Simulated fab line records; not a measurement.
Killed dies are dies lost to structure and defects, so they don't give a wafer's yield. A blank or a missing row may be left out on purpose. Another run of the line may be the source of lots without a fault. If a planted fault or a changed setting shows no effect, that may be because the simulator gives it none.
Chamber matching / flow nand_harc / 4 sister chambers for NHARC_A_DECK1_JOINT_CMP_02 on cmp-02
The step polishes SiOx. 7 wafers are shown with their chamber, then 8 later ones without.

## WAFERS PAIRED WITH THEIR CHAMBERS
wafer=L078.4; chamber=1; motor_current_A (A)=12.9
wafer=L080.5; chamber=3; motor_current_A (A)=12.8
wafer=L081.2; chamber=3; motor_current_A (A)=12.5
wafer=L084.2; chamber=0; motor_current_A (A)=11.5
wafer=L084.3; chamber=2; motor_current_A (A)=12.1
wafer=L084.6; chamber=2; motor_current_A (A)=11.9
wafer=L088.1; chamber=0; motor_current_A (A)=11.9

## WAFERS WITH NO CHAMBER GIVEN
wafer=L088.2; motor_current_A (A)=13.6
wafer=L088.4; motor_current_A (A)=12.3
wafer=L094.1; motor_current_A (A)=12.8
wafer=L094.3; motor_current_A (A)=11.4
wafer=L094.5; motor_current_A (A)=12.6
wafer=L095.2; motor_current_A (A)=13.6
wafer=L095.4; motor_current_A (A)=12.6
wafer=L095.5; motor_current_A (A)=12.9

## CHAMBER TAKEN BY EACH
wafer=L088.2; from the rows above=can't be placed: 1 or 3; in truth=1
wafer=L088.4; from the rows above=can't be placed: 2 or 3 or 1 or 0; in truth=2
wafer=L094.1; from the rows above=can't be placed: 1 or 3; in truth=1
wafer=L094.3; from the rows above=can't be placed: 0 or 2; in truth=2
wafer=L094.5; from the rows above=can't be placed: 3 or 1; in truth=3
wafer=L095.2; from the rows above=can't be placed: 1 or 3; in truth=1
wafer=L095.4; from the rows above=can't be placed: 3 or 1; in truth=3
wafer=L095.5; from the rows above=can't be placed: 1 or 3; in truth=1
Correct placement for 0 of the 8. Not placeable from these rows: 8 (in 8, the candidates include the true chamber). Placed wrongly: 0.
How it was worked out, from the rows above alone: a wafer's distance from a chamber is the root of the sum, over the readings, of the square of ((its reading less the chamber's mean) divided by the reading's scatter). If the next closest chamber is less than 2 further off than the closest, the wafer can't be placed; otherwise it belongs to the closest. For every chamber, the mean is computed from those of its wafers that are shown. How the scatter is found: for the shown wafers, subtract from each reading the mean of its chamber, square and add these, divide the total by (wafers less chambers), then take the root.
